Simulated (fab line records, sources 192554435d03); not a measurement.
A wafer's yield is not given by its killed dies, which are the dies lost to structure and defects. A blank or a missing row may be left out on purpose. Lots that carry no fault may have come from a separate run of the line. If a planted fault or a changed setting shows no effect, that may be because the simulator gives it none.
One fault through the eyes of 3 desks + flow n5-finfet + each desk holds nothing but its own numbers, with what lay behind them at the end

== THE DEFECT DESK ==
Inspection counts along the route, by lot: the mean over sampled wafers that carry a number. A lot is out of limits, marked OUT, if its mean lies more than 4 standard deviations from the usual mean; the brackets give that distance.
Columns: A = raw-defect-count at N5_BEOL_M3_INSPECT_30, usual 408
| lot  | first seen here | A   |
|------|-----------------|-----|
| L608 | day 7 03:59     | 419 |
| L610 | day 8 15:05     | 327 |
| L618 | day 9 21:39     | 360 |
| L623 | day 11 09:40    | 560 |
| L624 | day 11 18:05    | 327 |
| L626 | day 11 19:08    | 468 |
| L628 | day 12 14:12    | 357 |
Finding of this desk: none of the 7 lots has anything out of limits.

== FROM THE METROLOGY DESK ==
What the gauges read for every lot (on any tool): the sampled wafers with a number, averaged. A lot is out of limits, marked OUT, if its mean lies more than 4 standard deviations from the usual mean; the brackets give that distance. Readings shown: 7 of its 12, picked as those furthest out on some lot.
Columns: A = cd-nm at N5_BEOL_M3_CD_MEAS_28, usual 25.65 nm; B = V2_OVL at N5_BEOL_M3_OVL_MEAS_29, usual 0.3 nm; C = DIBL_N at N5_BEOL_M4_RC_MEAS_101, usual 35.8 mV/V; D = DIBL_P at N5_BEOL_M4_RC_MEAS_101, usual 36.0 mV/V; E = SS_N at N5_BEOL_M4_RC_MEAS_101, usual 71.5 mV/dec; F = VT_N at N5_BEOL_M4_RC_MEAS_101, usual 251 mV; G = VT_P at N5_BEOL_M4_RC_MEAS_101, usual -250 mV
| lot  | first seen here | A     | B    | C    | D    | E    | F   | G    |
|------|-----------------|-------|------|------|------|------|-----|------|
| L608 | day 7 03:53     | 25.50 | -0.1 | 36.2 | 34.9 | 71.2 | 251 | -250 |
| L610 | day 8 15:00     | 25.54 | -0.8 | 36.4 | 35.6 | 71.6 | 248 | -247 |
| L618 | day 9 21:34     | 25.47 | 1.0  | 34.8 | 36.1 | 70.7 | 254 | -256 |
| L623 | day 11 09:35    | 25.73 | 0.6  | 36.7 | 36.3 | 71.9 | 249 | -247 |
| L624 | day 11 18:01    | 25.81 | 1.1  | 33.3 | 33.0 | 70.9 | 254 | -251 |
| L626 | day 11 19:03    | 26.06 | 0.7  | 34.7 | 35.2 | 71.3 | 249 | -250 |
| L628 | day 12 14:07    | 26.04 | 0.7  | 36.8 | 36.5 | 72.0 | 246 | -247 |
Finding of this desk: none of the 7 lots has anything out of limits.

== AT THE TOOL OWNER'S DESK: rie-diel-01 ==
The tool's own readings at N5_BEOL_M3_VIA_ETCH_34 (etches the open film in C4F6/O2, target depth 69.4 nm, time 65.9 s): means of the sampled wafers that have a number, for each lot that ran on this tool. A lot is out of limits, marked OUT, if its mean lies more than 4 standard deviations from the usual mean; the brackets give that distance.
Columns: A = drypump-motor-current-A at N5_BEOL_M3_VIA_ETCH_34, usual 5.9 A; B = oes-product-au at N5_BEOL_M3_VIA_ETCH_34, usual 0.76 a.u.; C = rf-vpp-V at N5_BEOL_M3_VIA_ETCH_34, usual 666 V; D = showerhead-plenum-p-Torr at N5_BEOL_M3_VIA_ETCH_34, usual 2.88 Torr; E = throttle-valve-pct at N5_BEOL_M3_VIA_ETCH_34, usual 30.74 %
| lot  | first seen here | A   | B    | C   | D    | E     |
|------|-----------------|-----|------|-----|------|-------|
| L608 | day 7 06:11     | 6.1 | 0.77 | 654 | 2.82 | 30.67 |
| L610 | day 8 17:16     | 6.1 | 0.77 | 665 | 2.89 | 30.58 |
| L624 | day 11 20:24    | 6.0 | 0.67 | 672 | 2.94 | 30.46 |
| L626 | day 12 01:31    | 6.0 | 0.70 | 654 | 2.85 | 30.75 |
| L628 | day 12 15:30    | 5.6 | 0.69 | 660 | 2.97 | 30.89 |
Finding of this desk: none of the 5 lots has anything out of limits.

== BROUGHT TOGETHER ==
The defect desk saw nothing out of limits.
Nothing out of limits was seen by the metrology desk.
The desk of the tool owner found nothing out of limits.

== WHAT HAD BEEN PUT IN BY THE SIMULATOR ==
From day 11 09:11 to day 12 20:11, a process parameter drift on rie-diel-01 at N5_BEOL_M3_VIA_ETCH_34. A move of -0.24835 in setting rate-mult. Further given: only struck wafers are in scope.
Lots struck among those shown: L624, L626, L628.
